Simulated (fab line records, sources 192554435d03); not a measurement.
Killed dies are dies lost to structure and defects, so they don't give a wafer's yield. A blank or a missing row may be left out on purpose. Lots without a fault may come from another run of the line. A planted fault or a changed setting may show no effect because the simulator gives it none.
fab line records | flow n5_finfet
record lots=24 wafers=72 last_day=18
route steps=1938 shown MOL_CONTACT_COAG@532 BEOL_M0_SAQP@639
lots that met no fault: from a run of the same line without faults
start_h: hours from the record's first day to the start of the lot's first wafer shown | wait_h: hours since the lot's step before | " the same as in the row above | L1.1+2: a row that stands for several wafers | - no value, or no start given | * or withheld: withheld | < > ~ a bound
route shown NAME@n: a module of which the file shows steps, and the number in the route of the first | usual: mean/standard deviation of fault-free wafers | same: alike in all rows | chamber/n: place in a boat | sites: the reading at each site | _std_site: their standard deviation | _edge_site: outer sites' mean less inner sites' | radius_mm: how far each site lies from the wafer's centre | mask NAME#n: copy n | behind: the tool/chamber that last shaped the wafer | hold: why the lot was held/for how many hours/how that ended | device: the transistor (n, p or np) that didn't switch | end of line: the same wafers' tests at the end of the route | a step without rows: its recipe alone | killed: dies lost to structure and defects at the first sort, not the wafer's yield | map: a wafer's dies, x killed, . not, _ none there
set.NAME: the setting as run; set.NAME@STEP: as run at that earlier step | model.NAME: the simulator's own value behind a step, which no gauge read
steps of the route over a sample of lots; a table a step, a row a wafer
services: from which hour (start_h, from the record's first day; less than 0 if before it) a tool's chamber was out of use, for how many hours, and why
## steps
# step N5_MOL_CONTACT_COAG_ETCH_106
# recipe chemistry=N2/H2 target=SOC target_depth_a=800 overetch_a=160 mask_material=SiARC temp_c=40 time_s=120 ion_energy_ev=200 pressure_mtorr=30 source_w=840 bias_w=150 n2_flow_sccm=200 h2_flow_sccm=200
# usual drypump_motor_current_A=5.9/0.56 oes_product_au=0.69/0.074 rf_vpp_V=524.4/2.8 showerhead_plenum_p_Torr=2.56/0.097 throttle_valve_pct=17.78/0.22
# columns lot.wafer tool chamber start_h wait_h drypump_motor_current_A oes_product_au rf_hours_counter_h rf_vpp_V showerhead_plenum_p_Torr throttle_valve_pct
L074.2 rie_diel-05 0 91.62 0.0 5.6 0.63 213 525.7 2.61 18.00
L074.5 " 0 " " 5.6 0.63 - 525.3 2.61 18.00
L074.6 " 3 " " 6.2 0.64 - 521.3 2.41 17.76
L075.2 rie_diel-01 2 93.58 0.0 4.9 0.66 162 519.8 2.44 17.86
L075.3 " 3 " " 5.1 0.80 24 522.4 2.50 17.44
L075.5 " 0 " " 6.8 0.68 - 523.5 2.54 17.73
L076.1 rie_diel-05 3 101.31 0.0 6.2 0.64 207 519.6 2.41 17.78
L076.2 " 2 " " 5.6 0.66 163 526.3 2.64 18.06
L076.5 " 0 " " 5.6 0.63 - 525.4 2.60 17.99
L077.1 rie_diel-01 1 106.68 0.0 6.1 0.76 67 526.4 2.69 17.88
L077.2 " 2 " " 4.9 0.65 166 520.1 2.44 17.88
L077.5 " 3 " " 5.1 0.79 - 522.1 2.50 17.44
L078.1 rie_diel-02 3 110.85 0.0 6.0 0.86 10 528.7 2.70 17.64
L078.4 " 3 " " 6.0 0.85 - 527.8 2.70 17.64
L078.6 " 0 " " 6.2 0.65 - 527.2 2.63 17.49
L079.2 rie_diel-05 0 119.11 0.0 5.7 0.62 222 526.5 2.60 18.00
L079.3 " 1 " " 6.5 0.65 182 524.1 2.54 17.53
L079.4 " 2 " " 5.6 0.65 167 526.7 2.64 18.05
L080.1 rie_diel-01 0 127.74 0.0 6.8 0.68 148 523.7 2.53 17.72
L080.3 " 2 " " 4.9 0.66 173 520.8 2.44 17.89
L080.4 " 3 " " 5.1 0.78 35 522.0 2.49 17.47
L081.2 rie_diel-02 2 130.83 0.0 5.7 0.74 69 524.8 2.59 17.97
L081.5 " 3 " " 6.0 0.84 - 529.5 2.70 17.67
L081.6 " 2 " " 5.6 0.74 - 525.7 2.59 17.97
L082.1 rie_diel-01 3 135.96 0.0 5.1 0.77 38 522.7 2.49 17.46
L082.5 " 3 " " 5.1 0.77 - 522.1 2.49 17.48
L082.6 " 2 " " 4.9 0.66 - 521.3 2.44 17.90
L083.1 rie_diel-05 3 143.11 0.0 6.2 0.63 222 521.4 2.40 17.80
L083.3 " 0 " " 5.6 0.61 230 526.5 2.60 18.00
L083.4 " 2 " " 5.6 0.65 175 526.4 2.64 18.07
L084.1 rie_diel-01 1 150.00 0.0 6.2 0.74 82 526.8 2.69 17.90
L084.3 " 2 " " 4.9 0.64 182 521.0 2.43 17.90
L084.6 " 2 " " 4.9 0.65 - 520.1 2.43 17.90
L085.1 rie_diel-01 2 156.07 0.0 4.9 0.64 184 520.5 2.43 17.90
L085.3 " 3 " " 5.1 0.76 45 523.5 2.49 17.48
L085.6 " 0 " " 6.8 0.67 - 523.7 2.53 17.77
L086.3 rie_diel-01 1 162.44 0.0 6.2 0.73 86 525.8 2.68 17.90
L086.4 " 2 " " 4.9 0.65 187 519.3 2.43 17.91
L086.5 " 2 " " 4.9 0.64 - 520.4 2.43 17.91
L087.1 rie_diel-05 3 167.93 0.0 6.2 0.63 228 520.4 2.40 17.81
L087.4 " 2 " " 5.6 0.64 182 528.1 2.63 18.09
L087.5 " 2 " " 5.6 0.65 - 526.3 2.63 18.09
L088.1 rie_diel-02 0 173.32 0.0 6.2 0.63 203 526.3 2.62 17.53
L088.3 " 3 " " 6.0 0.81 32 527.7 2.69 17.68
L088.6 " 1 " " 6.5 0.83 - 529.5 2.71 17.44
L089.1 rie_diel-02 0 179.78 0.0 6.3 0.63 205 527.0 2.62 17.53
L089.3 " 1 " " 6.5 0.82 21 527.7 2.71 17.47
L089.5 " 1 " " 6.5 0.82 - 528.2 2.71 17.46
L090.2 rie_diel-05 0 183.72 0.0 5.6 0.61 244 526.4 2.59 18.06
L090.4 " 3 " " 6.2 0.63 235 520.0 2.40 17.82
L090.6 " 0 " " 5.6 0.61 - 526.9 2.59 18.05
L091.1 rie_diel-05 2 193.47 0.0 5.6 0.64 191 524.9 2.63 18.11
L091.5 " 0 " " 5.6 0.61 - 525.1 2.59 18.06
L091.6 " 3 " " 6.2 0.63 - 518.9 2.40 17.82
L092.4 rie_diel-05 2 196.61 0.0 5.6 0.64 193 526.1 2.63 18.11
L092.5 " 0 " " 5.6 0.60 - 526.3 2.59 18.05
L092.6 " 3 " " 6.2 0.62 - 518.7 2.39 17.82
L093.2 rie_diel-02 3 204.21 0.0 6.0 0.80 41 527.7 2.69 17.71
L093.4 " 2 " " 5.7 0.72 96 524.4 2.58 18.01
L093.5 " 1 " " 6.5 0.81 - 529.0 2.70 17.46
L094.2 rie_diel-02 3 208.28 0.0 6.0 0.79 42 528.2 2.69 17.72
L094.4 " 2 " " 5.7 0.71 97 523.2 2.58 18.02
L094.6 " 2 " " 5.7 0.71 - 525.2 2.58 18.02
L095.1 rie_diel-05 3 210.89 0.0 6.2 0.62 245 519.4 2.39 17.82
L095.4 " 1 " " 6.5 0.63 - 522.7 2.53 17.54
L095.5 " 2 " " 5.6 0.63 - 527.5 2.63 18.12
L096.2 rie_diel-01 2 222.82 0.0 4.9 0.63 208 519.3 2.42 17.96
L096.4 " 1 " " 6.2 0.71 108 527.5 2.67 17.94
L096.6 " 0 " " 6.8 0.66 - 524.3 2.52 17.81
L097.4 rie_diel-05 0 227.80 0.0 5.6 0.91 - 525.0 2.59 17.66
L097.5 " 2 " " 5.6 0.63 - 526.3 2.62 18.13
L097.6 " 1 " " 6.5 0.63 - 523.7 2.52 17.56
# step N5_MOL_CONTACT_COAG_TI_SIL_19
# recipe material=Ti target_thk_a=42 temp_c=200 chamber_pressure_pa=5 power_w=5000 time_s=15
# usual substrate_temp_c=199.97/0.15 throttle_valve_pct=30.2/0.96
# columns lot.wafer tool chamber start_h wait_h substrate_temp_c throttle_valve_pct
L074.2 pvd_sputter-02 - 92.74 0.2 199.91 28.0
L074.5 " - " " 200.17 29.9
L074.6 " - " " 199.89 28.0
L075.2 pvd_sputter-01 - 96.41 0.2 199.83 31.2
L075.3 " - " " 200.06 30.7
L075.5 " - " " 199.71 29.5
L076.1 pvd_sputter-01 - 102.08 0.2 199.77 30.8
L076.2 " - " " 199.86 29.5
L076.5 " - " " 200.18 29.8
L077.1 pvd_sputter-03 - 107.47 0.2 199.98 29.2
L077.2 " - " " 200.13 29.7
L077.5 " - " " 199.69 31.6
L078.1 pvd_sputter-02 - 112.86 0.2 200.05 31.6
L078.4 " - " " 199.82 29.5
L078.6 " - " " 199.89 31.3
L079.2 pvd_sputter-03 - 121.57 1.8 199.89 29.3
L079.3 " - " " 199.74 30.0
L079.4 " - " " 200.08 30.5
L080.1 pvd_sputter-01 - 128.73 0.4 199.95 29.8
L080.3 " - " " 200.09 31.1
L080.4 " - " " 200.03 30.6
L081.2 pvd_sputter-03 - 131.69 0.2 200.12 29.0
L081.5 " - " " 200.17 29.1
L081.6 " - " " 200.05 31.7
L082.1 pvd_sputter-03 - 136.79 0.2 200.05 30.7
L082.5 " - " " 199.76 28.8
L082.6 " - " " 200.00 29.6
L083.1 pvd_sputter-01 - 143.89 0.2 200.26 30.2
L083.3 " - " " 200.14 31.2
L083.4 " - " " 200.05 29.5
L084.1 pvd_sputter-01 - 151.50 0.3 199.98 29.7
L084.3 " - " " 199.94 30.9
L084.6 " - " " 200.09 31.2
L085.1 pvd_sputter-01 - 156.84 0.2 199.74 29.7
L085.3 " - " " 199.84 31.2
L085.6 " - " " 200.21 30.5
L086.3 pvd_sputter-03 - 163.21 0.1 199.89 28.9
L086.4 " - " " 200.24 29.1
L086.5 " - " " 200.19 29.8
L087.1 pvd_sputter-03 - 168.81 0.3 200.04 29.8
L087.4 " - " " 200.02 31.8
L087.5 " - " " 199.95 30.1
L088.1 pvd_sputter-01 - 174.90 0.4 200.47 30.4
L088.3 " - " " 200.00 31.3
L088.6 " - " " 199.86 29.6
L089.1 pvd_sputter-01 - 181.43 0.2 199.87 30.0
L089.3 " - " " 199.83 31.0
L089.5 " - " " 200.05 29.6
L090.2 pvd_sputter-03 - 185.06 0.7 200.02 29.8
L090.4 " - " " 199.80 29.1
L090.6 " - " " 199.96 31.7
L091.1 pvd_sputter-02 - 194.73 0.4 199.97 28.1
L091.5 " - " " 200.26 31.4
L091.6 " - " " 200.06 30.2
L092.4 pvd_sputter-02 - 199.21 1.7 199.87 31.6
L092.5 " - " " 200.06 29.6
L092.6 " - " " 200.08 28.0
L093.2 pvd_sputter-01 - 204.98 0.1 199.81 31.0
L093.4 " - " " 199.82 29.7
L093.5 " - " " 200.04 30.5
L094.2 pvd_sputter-02 - 209.33 0.4 200.15 30.0
L094.4 " - " " 199.85 29.9
L094.6 " - " " 199.98 28.1
L095.1 pvd_sputter-03 - 211.80 0.3 199.84 29.2
L095.4 " - " " 199.90 30.9
L095.5 " - " " 199.76 29.2
L096.2 pvd_sputter-03 - 224.42 0.2 199.88 31.6
L096.4 " - " " 200.23 31.0
L096.6 " - " " 199.76 30.0
L097.4 pvd_sputter-01 - 228.57 0.1 200.04 29.8
L097.5 " - " " 199.99 31.1
L097.6 " - " " 199.82 30.0
# step N5_MOL_CONTACT_COAG_ETCH_91
# recipe chemistry=N2/H2 target=SOC target_depth_a=600 overetch_a=210 mask_material=SiARC temp_c=40 time_s=101.2 ion_energy_ev=200 pressure_mtorr=30 source_w=840 bias_w=150 n2_flow_sccm=200 h2_flow_sccm=200
# usual drypump_motor_current_A=6.0/0.49 oes_product_au=0.67/0.075 rf_vpp_V=525.4/2.7 showerhead_plenum_p_Torr=2.60/0.089 throttle_valve_pct=17.73/0.22
# columns lot.wafer tool chamber start_h wait_h drypump_motor_current_A oes_product_au rf_hours_counter_h rf_vpp_V showerhead_plenum_p_Torr throttle_valve_pct
L074.2 rie_diel-02 0 101.47 0.0 6.3 0.61 178 524.9 2.63 17.49
L074.5 " 0 " " 6.2 0.61 - 526.7 2.63 17.48
L074.6 " 3 " " 6.0 0.81 - 527.6 2.70 17.63
L075.2 rie_diel-02 0 103.57 0.0 6.2 0.61 179 528.2 2.63 17.49
L075.3 " 3 " " 6.0 0.82 7 528.4 2.70 17.65
L075.5 " 0 " " 6.2 0.61 - 526.4 2.63 17.49
L076.1 rie_diel-02 3 112.86 0.0 6.0 0.80 11 528.1 2.70 17.64
L076.2 " 2 " " 5.7 0.70 61 524.2 2.59 17.94
L076.5 " 3 " " 6.0 0.79 - 528.4 2.70 17.63
L077.1 rie_diel-05 1 117.39 0.0 6.5 0.62 181 522.9 2.54 17.50
L077.2 " 3 " " 6.2 0.60 213 520.5 2.41 17.78
L077.5 " 3 " " 6.2 0.60 - 518.6 2.41 17.78
L078.1 rie_diel-05 0 122.84 0.0 5.6 0.58 224 525.6 2.60 18.01
L078.4 " 2 " " 5.6 0.61 168 528.3 2.64 18.03
L078.6 " 2 " " 5.6 0.61 - 527.6 2.64 18.04
L079.2 rie_diel-05 2 131.56 0.0 5.6 0.62 171 525.3 2.64 18.04
L079.3 " 3 " " 6.2 0.59 218 520.0 2.40 17.78
L079.4 " 1 " " 6.5 0.61 186 522.9 2.54 17.50
L080.1 rie_diel-02 0 141.00 0.0 6.3 0.60 192 526.8 2.62 17.49
L080.3 " 1 " " 6.5 0.80 9 527.0 2.71 17.40
L080.4 " 2 " " 5.7 0.68 73 524.7 2.59 17.97
L081.2 rie_diel-02 3 143.22 0.0 6.0 0.78 21 528.4 2.70 17.67
L081.5 " 2 " " 5.6 0.68 - 524.9 2.59 17.96
L081.6 " 1 " " 6.5 0.80 - 528.2 2.71 17.42
L082.1 rie_diel-02 0 145.10 0.0 6.3 0.60 193 525.1 2.62 17.50
L082.5 " 3 " " 6.0 0.78 - 528.6 2.70 17.66
L082.6 " 2 " " 5.7 0.69 - 523.5 2.59 17.98
L083.1 rie_diel-02 1 153.18 0.0 6.5 0.78 13 528.3 2.71 17.42
L083.3 " 0 " " 6.3 0.60 196 526.8 2.62 17.50
L083.4 " 2 " " 5.7 0.68 77 524.1 2.59 17.98
L084.1 rie_diel-01 2 160.03 0.0 4.9 0.61 186 520.2 2.43 17.92
L084.3 " 0 " " 6.8 0.62 159 525.1 2.53 17.75
L084.6 " 0 " " 6.8 0.63 - 523.6 2.53 17.75
L085.1 rie_diel-01 2 165.14 0.0 4.9 0.60 187 520.6 2.43 17.92
L085.3 " 1 " " 6.1 0.68 87 527.8 2.68 17.89
L085.6 " 0 " " 6.8 0.62 - 522.2 2.53 17.77
L086.3 rie_diel-02 0 174.89 0.0 6.3 0.60 203 524.5 2.62 17.52
L086.4 " 2 " " 5.6 0.68 84 524.7 2.58 17.98
L086.5 " 3 " " 5.9 0.76 - 527.8 2.69 17.69
L087.1 rie_diel-02 3 177.02 0.0 6.0 0.75 33 527.3 2.69 17.68
L087.4 " 2 " " 5.7 0.68 85 524.1 2.58 18.00
L087.5 " 3 " " 6.0 0.75 - 528.6 2.69 17.70
L088.1 rie_diel-02 3 183.47 0.0 6.0 0.75 35 527.3 2.69 17.69
L088.3 " 1 " " 6.5 0.77 23 528.1 2.71 17.46
L088.6 " 3 " " 6.0 0.75 - 530.3 2.69 17.70
L089.1 rie_diel-02 0 193.31 0.0 6.3 0.59 210 525.3 2.62 17.53
L089.3 " 1 " " 6.5 0.77 27 529.3 2.71 17.46
L089.5 " 2 " " 5.7 0.67 - 524.7 2.58 18.01
L090.2 rie_diel-01 2 196.45 0.0 4.9 0.60 198 521.5 2.43 17.92
L090.4 " 3 " " 5.1 0.70 58 522.1 2.48 17.50
L090.6 " 3 " " 5.1 0.70 - 521.4 2.48 17.50
L091.1 rie_diel-05 3 205.19 0.0 6.2 0.58 243 519.4 2.39 17.82
L091.5 " 3 " " 6.2 0.58 - 521.5 2.39 17.82
L091.6 " 1 " " 6.5 0.59 - 522.7 2.53 17.56
L092.4 rie_diel-02 0 207.33 0.0 6.2 0.59 215 526.4 2.62 17.54
L092.5 " 2 " " 5.7 0.66 - 523.0 2.58 18.01
L092.6 " 1 " " 6.5 0.75 - 528.2 2.70 17.47
L093.2 rie_diel-02 1 213.45 0.0 6.5 0.74 34 527.4 2.70 17.46
L093.4 " 0 " " 6.3 0.58 217 525.7 2.61 17.55
L093.5 " 3 " " 6.0 0.75 - 527.8 2.69 17.71
L094.2 rie_diel-01 0 218.70 0.0 6.8 0.62 182 523.1 2.52 17.80
L094.4 " 2 " " 4.9 0.60 207 520.1 2.42 17.95
L094.6 " 1 " " 6.1 0.67 - 527.9 2.67 17.91
L095.1 rie_diel-02 0 220.80 0.0 6.3 0.59 219 525.6 2.61 17.55
L095.4 " 2 " " 5.7 0.66 101 524.4 2.57 18.00
L095.5 " 1 " " 6.5 0.74 - 527.7 2.70 17.47
L096.2 rie_diel-01 1 234.36 0.0 6.1 0.67 113 529.1 2.67 17.92
L096.4 " 2 " " 4.9 0.59 212 519.5 2.42 17.96
L096.6 " 2 " " 4.9 0.59 - 520.9 2.42 17.97
L097.4 rie_diel-05 2 239.42 0.0 5.6 0.59 - 526.9 2.62 18.12
L097.5 " 1 " " 6.5 0.58 - 522.8 2.52 17.57
L097.6 " 0 " " 5.6 0.82 - 525.5 2.59 17.67
# step N5_MOL_CONTACT_COAG_ETCHBACK_135
# recipe chemistry=CHF3 target=SiO2 target_depth_a=250 time_s=16.7 ion_energy_ev=200 pressure_mtorr=30 source_w=610 bias_w=170 Ar_flow_sccm=200 CHF3_flow_sccm=50
# usual drypump_motor_current_A=6.0/0.48 oes_ar_750_au=0.80/0.092 oes_product_au=0.80/0.093 rf_vpp_V=526/8.7 showerhead_plenum_p_Torr=2.43/0.084 throttle_valve_pct=18.62/0.21
# columns lot.wafer tool chamber start_h wait_h drypump_motor_current_A oes_ar_750_au oes_product_au rf_hours_counter_h rf_vpp_V showerhead_plenum_p_Torr throttle_valve_pct
L074.2 rie_diel-02 0 101.56 0.0 6.2 0.73 0.71 178 535 2.46 18.39
L074.5 " 0 " " 6.3 0.73 0.72 - 535 2.46 18.42
L074.6 " 3 " " 6.0 0.97 0.97 - 516 2.55 18.75
L075.2 rie_diel-02 0 103.66 0.0 6.3 0.72 0.71 179 534 2.46 18.38
L075.3 " 3 " " 5.9 0.97 0.97 7 515 2.55 18.73
L075.5 " 0 " " 6.2 0.73 0.72 - 535 2.46 18.41
L076.1 rie_diel-02 3 112.95 0.0 6.0 0.96 0.97 11 517 2.54 18.75
L076.2 " 2 " " 5.6 0.84 0.84 61 530 2.40 18.60
L076.5 " 3 " " 6.0 0.96 0.97 - 516 2.54 18.73
L077.1 rie_diel-05 1 117.48 0.0 6.5 0.73 0.73 181 532 2.36 18.32
L077.2 " 3 " " 6.2 0.72 0.73 213 509 2.27 18.66
L077.5 " 3 " " 6.2 0.72 0.72 - 508 2.27 18.66
L078.1 rie_diel-05 0 122.93 0.0 5.6 0.69 0.69 224 539 2.46 19.05
L078.4 " 2 " " 5.6 0.74 0.72 168 520 2.48 18.97
L078.6 " 2 " " 5.5 0.73 0.72 - 518 2.48 18.96
L079.2 rie_diel-05 2 131.65 0.0 5.5 0.74 0.72 171 519 2.48 18.97
L079.3 " 3 " " 6.2 0.72 0.73 218 508 2.26 18.68
L079.4 " 1 " " 6.5 0.72 0.72 186 532 2.36 18.32
L080.1 rie_diel-02 0 141.09 0.0 6.3 0.72 0.72 192 535 2.46 18.42
L080.3 " 1 " " 6.5 0.95 0.96 9 532 2.52 18.28
L080.4 " 2 " " 5.7 0.82 0.83 73 528 2.39 18.60
L081.2 rie_diel-02 3 143.31 0.0 6.0 0.94 0.94 21 517 2.54 18.74
L081.5 " 2 " " 5.7 0.82 0.82 - 528 2.39 18.60
L081.6 " 1 " " 6.5 0.95 0.94 - 531 2.52 18.28
L082.1 rie_diel-02 0 145.19 0.0 6.3 0.72 0.72 193 534 2.46 18.44
L082.5 " 3 " " 6.0 0.94 0.94 - 515 2.54 18.77
L082.6 " 2 " " 5.7 0.82 0.82 - 531 2.39 18.61
L083.1 rie_diel-02 1 153.27 0.0 6.5 0.94 0.94 13 533 2.52 18.28
L083.3 " 0 " " 6.2 0.72 0.72 196 534 2.46 18.42
L083.4 " 2 " " 5.7 0.82 0.82 77 530 2.39 18.61
L084.1 rie_diel-01 2 160.12 0.0 4.9 0.70 0.71 186 517 2.27 18.70
L084.3 " 0 " " 6.8 0.74 0.75 159 533 2.39 18.87
L084.6 " 0 " " 6.8 0.75 0.74 - 534 2.39 18.86
L085.1 rie_diel-01 2 165.23 0.0 4.9 0.71 0.72 187 517 2.27 18.72
L085.3 " 1 " " 6.2 0.83 0.84 87 533 2.51 18.71
L085.6 " 0 " " 6.8 0.75 0.74 - 532 2.39 18.85
L086.3 rie_diel-02 0 174.98 0.0 6.2 0.71 0.70 203 534 2.45 18.43
L086.4 " 2 " " 5.7 0.81 0.81 84 531 2.39 18.63
L086.5 " 3 " " 6.0 0.92 0.90 - 515 2.53 18.78
L087.1 rie_diel-02 3 177.11 0.0 6.0 0.91 0.89 33 516 2.54 18.78
L087.4 " 2 " " 5.6 0.81 0.81 85 531 2.39 18.62
L087.5 " 3 " " 6.0 0.92 0.90 - 516 2.54 18.78
L088.1 rie_diel-02 3 183.56 0.0 6.0 0.91 0.91 35 516 2.53 18.79
L088.3 " 1 " " 6.5 0.91 0.91 23 533 2.52 18.30
L088.6 " 3 " " 6.0 0.91 0.90 - 517 2.53 18.79
L089.1 rie_diel-02 0 193.40 0.0 6.2 0.70 0.70 210 535 2.45 18.45
L089.3 " 1 " " 6.5 0.91 0.90 27 531 2.52 18.31
L089.5 " 2 " " 5.7 0.80 0.81 - 532 2.39 18.64
L090.2 rie_diel-01 2 196.54 0.0 4.9 0.70 0.70 198 518 2.27 18.74
L090.4 " 3 " " 5.1 0.84 0.84 58 514 2.34 18.52
L090.6 " 3 " " 5.1 0.85 0.85 - 514 2.34 18.52
L091.1 rie_diel-05 3 205.28 0.0 6.2 0.71 0.72 243 508 2.26 18.73
L091.5 " 3 " " 6.2 0.70 0.72 - 508 2.26 18.72
L091.6 " 1 " " 6.5 0.70 0.71 - 532 2.35 18.37
L092.4 rie_diel-02 0 207.42 0.0 6.2 0.70 0.71 215 535 2.45 18.47
L092.5 " 2 " " 5.7 0.80 0.80 - 530 2.39 18.65
L092.6 " 1 " " 6.5 0.90 0.89 - 531 2.52 18.30
L093.2 rie_diel-02 1 213.54 0.0 6.5 0.89 0.90 34 531 2.51 18.32
L093.4 " 0 " " 6.2 0.70 0.71 217 534 2.45 18.46
L093.5 " 3 " " 6.0 0.89 0.90 - 516 2.53 18.80
L094.2 rie_diel-01 0 218.79 0.0 6.7 0.73 0.72 182 534 2.38 18.89
L094.4 " 2 " " 4.9 0.70 0.70 207 517 2.27 18.73
L094.6 " 1 " " 6.1 0.80 0.81 - 532 2.50 18.75
L095.1 rie_diel-02 0 220.89 0.0 6.2 0.70 0.70 219 534 2.45 18.46
L095.4 " 2 " " 5.6 0.79 0.79 101 531 2.38 18.66
L095.5 " 1 " " 6.5 0.89 0.90 - 532 2.51 18.33
L096.2 rie_diel-01 1 234.45 0.0 6.1 0.80 0.81 113 533 2.50 18.73
L096.4 " 2 " " 4.9 0.69 0.70 212 519 2.26 18.75
L096.6 " 2 " " 4.9 0.69 0.70 - 518 2.26 18.75
L097.4 rie_diel-05 2 239.49 0.0 5.5 0.70 0.70 - 519 2.47 19.04
L097.5 " 1 " " 6.5 0.69 0.70 - 531 2.34 18.38
L097.6 " 0 " " 5.6 0.97 1.00 - 535 2.45 18.73
# step N5_MOL_CONTACT_COAG_CVD_140
# recipe material=W target_thk_a=665 mode=selective_fill temp_c=300 time_s=215
# usual heater_power_w=475/55
# columns lot.wafer tool chamber start_h wait_h heater_power_w since_wet_clean_h
L074.2 cvd_w-01 1 103.52 0.1 412 786
L074.5 " 1 " " 418 -
L074.6 " 0 " " 468 -
L075.2 cvd_w-02 1 105.75 0.1 573 274
L075.3 " 0 " " 453 -
L075.5 " 0 " " 437 -
L076.1 cvd_w-02 0 114.98 0.1 451 283
L076.2 " 1 " " 558 283
L076.5 " 0 " " 463 -
L077.1 cvd_w-02 0 120.03 0.1 451 288
L077.2 " 1 " " 564 288
L077.5 " 1 " " 570 -
L078.1 cvd_w-02 0 124.69 0.1 450 293
L078.4 " 1 " " 576 -
L078.6 " 1 " " 571 -
L079.2 cvd_w-02 0 133.83 0.1 454 302
L079.3 " 1 " " 544 -
L079.4 " 0 " " 452 -
L080.1 cvd_w-01 0 143.05 0.1 474 825
L080.3 " 1 " " 417 -
L080.4 " 0 " " 477 -
L081.2 cvd_w-02 0 145.60 0.1 445 314
L081.5 " 0 " " 458 -
L081.6 " 1 " " 578 -
L082.1 cvd_w-01 0 147.28 0.1 481 829
L082.5 " 0 " " 474 -
L082.6 " 1 " " 415 -
L083.1 cvd_w-01 0 155.04 0.1 469 837
L083.3 " 0 " " 475 -
L083.4 " 1 " " 416 -
L084.1 cvd_w-01 1 162.19 0.1 412 844
L084.3 " 1 " " 420 -
L084.6 " 1 " " 414 -
L085.1 cvd_w-01 1 167.12 0.1 427 849
L085.3 " 0 " " 493 -
L085.6 " 0 " " 467 -
L086.3 cvd_w-02 1 177.31 0.1 548 -
L086.4 " 0 " " 461 -
L086.5 " 0 " " 443 -
L087.1 cvd_w-01 0 179.16 0.1 473 861
L087.4 " 1 " " 419 -
L087.5 " 1 " " 409 -
L088.1 cvd_w-01 0 185.67 0.1 491 868
L088.3 " 0 " " 473 -
L088.6 " 0 " " 481 -
L089.1 cvd_w-01 0 195.33 0.1 478 877
L089.3 " 0 " " 474 -
L089.5 " 1 " " 424 -
L090.2 cvd_w-01 1 198.36 0.1 415 880
L090.4 " 0 " " 483 -
L090.6 " 1 " " 425 -
L091.1 cvd_w-01 1 207.32 0.1 414 889
L091.5 " 1 " " 413 -
L091.6 " 0 " " 469 -
L092.4 cvd_w-02 0 209.29 0.1 451 -
L092.5 " 1 " " 578 -
L092.6 " 0 " " 457 -
L093.2 cvd_w-02 1 216.12 0.1 578 384
L093.4 " 0 " " 442 -
L093.5 " 0 " " 454 -
L094.2 cvd_w-02 1 220.61 0.1 565 389
L094.4 " 1 " " 569 -
L094.6 " 0 " " 451 -
L095.1 cvd_w-01 1 223.07 0.1 416 905
L095.4 " 1 " " 426 -
L095.5 " 0 " " 470 -
L096.2 cvd_w-02 1 236.25 0.1 563 404
L096.4 " 0 " " 461 -
L096.6 " 0 " " 441 -
L097.4 cvd_w-01 1 242.54 0.1 416 -
L097.5 " 0 " " 483 -
L097.6 " 1 " " 409 -
# step N5_BEOL_M0_SAQP_THK_MEAS_05
# usual thk_nm=59.8/0.79
# columns lot.wafer tool chamber start_h wait_h thk_nm
L074.2 film_metro-02 - 108.65 0.1 59.5
L074.5 " - " " 60.6
L074.6 " - " " 60.4
L075.2 film_metro-01 - 113.61 0.1 59.1
L075.3 " - " " 58.9
L075.5 " - " " 59.5
L076.1 film_metro-02 - 119.61 0.1 57.8
L076.2 " - " " 58.6
L076.5 " - " " 59.1
L077.1 film_metro-01 - 127.32 0.1 59.7
L077.2 " - " " 59.0
L077.5 " - " " 59.2
L078.1 film_metro-02 - 130.84 0.1 59.5
L078.4 " - " " 60.3
L078.6 " - " " 61.8
L079.2 film_metro-02 - 138.85 0.1 59.5
L079.3 " - " " 58.5
L079.4 " - " " 59.6
L080.1 film_metro-02 - 147.71 0.1 59.1
L080.3 " - " " 59.3
L080.4 " - " " 60.5
L081.2 film_metro-02 - 151.95 0.1 60.8
L081.5 " - " " 60.6
L081.6 " - " " 60.8
L082.1 film_metro-01 - 154.11 0.1 60.5
L082.5 " - " " 61.1
L082.6 " - " " 60.9
L083.1 film_metro-02 - 159.52 0.1 58.7
L083.3 " - " " 59.7
L083.4 " - " " 60.2
L084.1 film_metro-02 - 169.22 0.1 58.7
L084.3 " - " " 59.9
L084.6 " - " " 60.0
L085.1 film_metro-02 - 172.57 0.1 59.7
L085.3 " - " " 60.3
L085.6 " - " " 61.5
L086.3 film_metro-02 - 182.19 0.1 59.0
L086.4 " - " " 60.4
L086.5 " - " " 61.2
L087.1 film_metro-01 - 185.64 0.1 59.5
L087.4 " - " " 60.3
L087.5 " - " " 60.7
L088.1 film_metro-01 - 190.66 0.1 59.2
L088.3 " - " " 58.3
L088.6 " - " " 60.0
L089.1 film_metro-01 - 200.29 0.1 58.8
L089.3 " - " " 58.9
L089.5 " - " " 60.7
L090.2 film_metro-01 - 203.29 0.1 59.0
L090.4 " - " " 60.3
L090.6 " - " " 59.7
L091.1 film_metro-02 - 212.34 0.1 59.5
L091.5 " - " " 61.3
L091.6 " - " " 60.7
L092.4 film_metro-02 - 216.59 0.0 60.5
L092.5 " - " " 58.8
L092.6 " - " " 60.4
L093.2 film_metro-01 - 221.39 0.1 58.8
L093.4 " - " " 60.2
L093.5 " - " " 60.2
L094.2 film_metro-01 - 225.31 0.1 59.3
L094.4 " - " " 60.3
L094.6 " - " " 60.4
L095.1 film_metro-02 - 229.41 0.1 58.6
L095.4 " - " " 60.6
L095.5 " - " " 60.2
L096.2 film_metro-02 - 240.80 0.1 59.6
L096.4 " - " " 60.7
L096.6 " - " " 59.8
L097.4 film_metro-02 - 250.02 0.0 60.2
L097.5 " - " " 62.1
L097.6 " - " " 59.8
## services
# columns tool chamber start_h hours kind
pvd_sputter-03 - 72.47 2.8 repair
rie_diel-02 3 78.32 - clean
rie_diel-02 3 78.32 - consumable_replace:focus_ring
rie_diel-02 3 78.32 - consumable_replace:showerhead
rie_diel-02 3 78.32 12.3 scheduled_down
rie_diel-02 3 78.32 12.3 vent_cycle
rie_diel-02 1 90.78 3.3 repair
rie_diel-02 1 94.14 - clean
rie_diel-02 1 94.14 - consumable_replace:focus_ring
rie_diel-02 1 94.14 - consumable_replace:showerhead
rie_diel-02 1 94.14 24.2 scheduled_down
rie_diel-02 1 94.14 24.2 vent_cycle
rie_diel-05 2 107.24 8.5 repair
cvd_w-01 - 116.11 2.1 repair
pvd_sputter-02 - 146.19 7.4 repair
cvd_w-01 1 159.87 1.9 repair
rie_diel-01 3 165.61 6.2 repair
cvd_w-02 - 166.20 4.3 pm
rie_diel-01 1 200.33 1.6 repair
rie_diel-05 0 203.00 - clean
rie_diel-05 0 203.00 - consumable_replace:focus_ring
rie_diel-05 0 203.00 22.6 scheduled_down
rie_diel-05 0 203.00 22.6 vent_cycle
cvd_w-02 - 233.52 0.5 repair
## key
fault none
